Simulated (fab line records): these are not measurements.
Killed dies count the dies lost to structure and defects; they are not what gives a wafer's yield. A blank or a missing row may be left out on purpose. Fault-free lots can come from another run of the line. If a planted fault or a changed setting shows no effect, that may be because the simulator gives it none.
Chamber matching / flow n5 finfet / N5_BEOL_M2_CO_CAP_55 on cvd co-02 has 3 sister chambers
The step material Co, precursor CCTBA/H2, target thk 2 nm, time 102.1 s. 27 wafers are shown with their chamber, then 12 later ones without.

== WAFERS, EACH WITH ITS CHAMBER ==
wafer=L075.1; chamber=0; heater power w (W)=220
wafer=L075.3; chamber=1; heater power w (W)=233
wafer=L075.5; chamber=0; heater power w (W)=216
wafer=L076.2; chamber=2; heater power w (W)=256
wafer=L076.5; chamber=2; heater power w (W)=249
wafer=L076.6; chamber=0; heater power w (W)=218
wafer=L077.2; chamber=1; heater power w (W)=224
wafer=L077.3; chamber=2; heater power w (W)=258
wafer=L077.6; chamber=1; heater power w (W)=229
wafer=L079.1; chamber=2; heater power w (W)=254
wafer=L079.2; chamber=1; heater power w (W)=227
wafer=L079.5; chamber=2; heater power w (W)=261
wafer=L080.1; chamber=2; heater power w (W)=257
wafer=L080.4; chamber=0; heater power w (W)=218
wafer=L080.5; chamber=2; heater power w (W)=256
wafer=L081.3; chamber=2; heater power w (W)=255
wafer=L081.4; chamber=2; heater power w (W)=255
wafer=L081.6; chamber=1; heater power w (W)=238
wafer=L082.1; chamber=0; heater power w (W)=220
wafer=L082.2; chamber=1; heater power w (W)=237
wafer=L082.4; chamber=2; heater power w (W)=262
wafer=L083.1; chamber=1; heater power w (W)=226
wafer=L083.3; chamber=0; heater power w (W)=216
wafer=L083.5; chamber=2; heater power w (W)=251
wafer=L085.3; chamber=2; heater power w (W)=255
wafer=L085.5; chamber=0; heater power w (W)=216
wafer=L085.6; chamber=1; heater power w (W)=227

SIGNATURES (means of the wafers above)
reading=heater power w; chamber 0=217.71; chamber 1=230.12; chamber 2=255.75; scatter within a chamber=3.87
Rule: for each reading, subtract the chamber's mean from the wafer's reading, divide by that reading's scatter and square the result; add these up over the readings and take the root, which gives the wafer's distance from the chamber. The wafer belongs to the nearest chamber; if the next one is less than 2 further off, it can't be placed. How the scatter is found: for the shown wafers, subtract from each reading the mean of its chamber, square and add these, divide the total by (wafers less chambers), then take the root.

== WAFERS WITHOUT THEIR CHAMBER ==
wafer=L086.1; heater power w (W)=221
wafer=L086.3; heater power w (W)=251
wafer=L086.4; heater power w (W)=222
wafer=L087.3; heater power w (W)=231
wafer=L087.4; heater power w (W)=219
wafer=L087.5; heater power w (W)=230
wafer=L089.2; heater power w (W)=230
wafer=L089.4; heater power w (W)=256
wafer=L089.5; heater power w (W)=218
wafer=L094.3; heater power w (W)=250
wafer=L094.5; heater power w (W)=229
wafer=L094.6; heater power w (W)=249

== EACH ONE'S CHAMBER ==
wafer=L086.1; from the rows above=can't be placed: 0 or 1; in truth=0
wafer=L086.3; from the rows above=2; in truth=2
wafer=L086.4; from the rows above=can't be placed: 0 or 1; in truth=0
wafer=L087.3; from the rows above=1; in truth=1
wafer=L087.4; from the rows above=0; in truth=0
wafer=L087.5; from the rows above=1; in truth=1
wafer=L089.2; from the rows above=1; in truth=1
wafer=L089.4; from the rows above=2; in truth=2
wafer=L089.5; from the rows above=0; in truth=0
wafer=L094.3; from the rows above=2; in truth=2
wafer=L094.5; from the rows above=1; in truth=1
wafer=L094.6; from the rows above=2; in truth=2
10 of 12 placed correctly. These rows do not allow placing 2 (true chamber among the candidates in 2). Number placed wrongly: 0.
